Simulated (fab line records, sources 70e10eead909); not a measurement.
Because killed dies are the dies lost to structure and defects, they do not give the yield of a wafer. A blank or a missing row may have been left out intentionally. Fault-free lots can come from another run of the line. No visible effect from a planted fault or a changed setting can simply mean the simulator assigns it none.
Which of the tools did it? | flow nandHarc | 11 lots, 33 wafers sampled, at 3 steps of a route of 1159

== WHAT THE GAUGES READ, wafer by wafer ==
NHARC_P_ZERO_WELL_CD_MEAS_24 targets a cd of 720 nm.
lot  | measured    | on       | cdNm (nm)
L755 | day 1 14:37 | cdSem-03 | 720.1 720.5 721.0
L756 | day 1 20:20 | cdSem-03 | 720.7 718.9 721.0
L757 | day 2 02:37 | cdSem-01 | 721.2 721.4 721.1
L758 | day 2 08:35 | cdSem-01 | 721.0 719.5 722.3
L759 | day 2 14:36 | cdSem-01 | 680.0 682.7 681.1
L767 | day 4 14:28 | cdSem-02 | 722.3 721.4 719.5
L769 | day 5 02:24 | cdSem-01 | 720.3 720.3 718.7
L770 | day 5 08:35 | cdSem-03 | 718.7 717.4 721.4
L772 | day 5 20:45 | cdSem-03 | 720.4 721.8 718.6
L775 | day 6 14:35 | cdSem-02 | 719.0 720.6 720.2
L776 | day 6 20:36 | cdSem-01 | 722.7 723.5 722.7

== WHICH TOOL RAN EACH LOT (tool, then ch and the chambers of the sampled wafers, then the start) ==
lot  | NHARC_P_ZERO_WELL_ETCH_63      | NHARC_P_ZERO_WELL_EXPOSE_21
L755 | rieSi-03 ch 1,2,3, day 1 13:41 | krfScanner-02 ch 0, day 1 14:28
L756 | rieSi-03 ch 0,3, day 1 19:32   | krfScanner-02 ch 0, day 1 20:11
L757 | rieSi-03 ch 0,1,2, day 2 01:40 | krfScanner-03 ch 0, day 2 02:28
L758 | rieSi-03 ch 0,1,3, day 2 07:40 | krfScanner-01 ch 0, day 2 08:26
L759 | rieSi-06 ch 0,1,2, day 2 13:41 | krfScanner-03 ch 0, day 2 14:26
L767 | rieSi-02 ch 0,3, day 4 13:32   | krfScanner-02 ch 0, day 4 14:19
L769 | rieSi-06 ch 0,1, day 5 01:32   | krfScanner-02 ch 0, day 5 02:14
L770 | rieSi-06 ch 0,2,3, day 5 07:38 | krfScanner-03 ch 0, day 5 08:26
L772 | rieSi-02 ch 0,1,2, day 5 19:50 | krfScanner-03 ch 0, day 5 20:36
L775 | rieSi-06 ch 1,2,3, day 6 13:40 | krfScanner-03 ch 0, day 6 14:26
L776 | rieSi-03 ch 1,2,3, day 6 19:40 | krfScanner-02 ch 0, day 6 20:27
- NHARC_P_ZERO_WELL_ETCH_63: etches the open film in HBr/Cl2, target depth 120 nm, time 40.1 s.
- NHARC_P_ZERO_WELL_EXPOSE_21: exposes mask P NWELL, target cd 720 nm.

== WHAT THE TOOLS THEMSELVES READ (means of the sampled wafers that have a number; where no wafer has one, the mark that the record gives instead) ==
NHARC_P_ZERO_WELL_ETCH_63.
lot  | tool     | drypumpMotorCurrentA (A) | heBacksideLeakSccm (sccm) | oesProductAu (a.u.) | throttleValvePct (%)
L755 | rieSi-03 | 5.9                      | 2.8                       | 1.018               | 26.407
L756 | rieSi-03 | 5.4                      | 2.8                       | 1.009               | 26.408
L757 | rieSi-03 | 6.2                      | 2.7                       | 1.003               | 26.409
L758 | rieSi-03 | 5.8                      | 2.9                       | 0.997               | 26.411
L759 | rieSi-06 | 5.7                      | 2.9                       | 1.006               | 26.400
L767 | rieSi-02 | 5.4                      | 2.9                       | 1.000               | 26.409
L769 | rieSi-06 | 5.9                      | 3.5                       | 1.002               | 26.403
L770 | rieSi-06 | 5.6                      | 3.0                       | 1.004               | 26.398
L772 | rieSi-02 | 5.7                      | 2.9                       | 1.001               | 26.398
L775 | rieSi-06 | 5.7                      | 2.9                       | 1.007               | 26.402
L776 | rieSi-03 | 5.9                      | 2.8                       | 1.004               | 26.414

NHARC_P_ZERO_WELL_EXPOSE_21.
lot  | tool          | exposureDoseMJCm2 | stageVelMmS (mm/s)
L755 | krfScanner-02 | 22.301            | 500.21
L756 | krfScanner-02 | 22.304            | 500.24
L757 | krfScanner-03 | 22.308            | 500.23
L758 | krfScanner-01 | 22.352            | 499.96
L759 | krfScanner-03 | 22.337            | 500.08
L767 | krfScanner-02 | 22.338            | 499.70
L769 | krfScanner-02 | 22.281            | 500.08
L770 | krfScanner-03 | 22.285            | 499.71
L772 | krfScanner-03 | 22.297            | 499.70
L775 | krfScanner-03 | 22.296            | 500.05
L776 | krfScanner-02 | 22.301            | 499.97

== THE ANSWER, worked out from the rows above alone ==
Rule: the lots themselves supply what counts as usual. Put in order of their means at a reading, lots are off if they are a third of the lots or fewer, leave a main group of 4 or more, and stand apart from it by a gap of 3 or more times the standard deviation of the main group's means; of several such gaps the widest counts. Not used: any main group whose means are identical at the precision the tables above print for the reading. A lot without any number at a reading at which 4 lots or more have one is off too. All remaining lots with rows at the step are treated as sound. After the gauges, taken in route order, come the tools' own readings; for these a lot's mean is taken, as printed above. The first step at which some lot is off is used, and at that step the reading that is off furthest; a lot without a number counts as furthest.
Off, at NHARC_P_ZERO_WELL_CD_MEAS_24 on cdNm: L759. The main group has a mean of 720.6 nm with a standard deviation of 0.99.
If a tool, at a process step before that reading, ran all the lots that are off and no sound lot after the first of them, it fits. The gauges at NHARC_P_ZERO_WELL_CD_MEAS_24 aren't tried: what is off there is off at NHARC_P_ZERO_WELL_EXPOSE_21 too, on other tools, and a gauge's error can't cause that. Of those tried, none fits.

== WHAT WAS PUT IN BY THE SIMULATOR ==
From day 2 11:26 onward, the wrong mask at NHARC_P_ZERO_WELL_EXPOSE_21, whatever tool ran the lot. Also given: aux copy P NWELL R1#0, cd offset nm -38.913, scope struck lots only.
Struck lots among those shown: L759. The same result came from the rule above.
